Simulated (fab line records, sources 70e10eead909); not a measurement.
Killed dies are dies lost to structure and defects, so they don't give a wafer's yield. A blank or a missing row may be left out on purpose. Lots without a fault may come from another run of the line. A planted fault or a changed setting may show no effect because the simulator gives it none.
Which tool did it? | flow nand_harc | 12 lots, 36 wafers sampled, at 1 step of a route of 1159

WHAT THE GAUGES READ, wafer by wafer
NHARC_P_STI_OCD_MEAS_43.
lot  | measured    | on     | trench_depth_nm (nm)
L075 | day 2 16:28 | ocd-01 | 308 301 297
L078 | day 3 11:31 | ocd-02 | 297 298 311
L079 | day 3 18:18 | ocd-02 | 306 300 294
L081 | day 4 06:20 | ocd-02 | 302 304 301
L083 | day 4 18:16 | ocd-02 | 300 295 303
L086 | day 5 08:44 | ocd-01 | 310 298 311
L087 | day 5 19:44 | ocd-02 | 302 292 301
L089 | day 6 07:26 | ocd-02 | 302 301 301
L091 | day 6 18:58 | ocd-02 | 302 293 291
L094 | day 7 08:39 | ocd-02 | 298 303 299
L095 | day 7 19:55 | ocd-02 | 300 303 298
L097 | day 8 05:58 | ocd-01 | 288 299 297

WHICH TOOL RAN EACH LOT (tool, then ch and the chambers of the sampled wafers, then the start)
The record holds no process step before these readings.

THE ANSWER, worked out from the rows above alone
Rule: what is usual is taken from the lots themselves. Put in order of their means at a reading, lots are off if they are a third of the lots or fewer, leave a main group of 4 or more, and stand apart from it by a gap of 3 or more times the standard deviation of the main group's means; of several such gaps the widest counts. A main group whose means are all the same, to the digits that the tables above print for the reading, isn't used. A lot without any number at a reading at which 4 lots or more have one is off too. The other lots that the step has rows for count as sound.
No lot is off at any reading shown: from this, nothing can be told.

WHAT THE SIMULATOR HAD PUT IN
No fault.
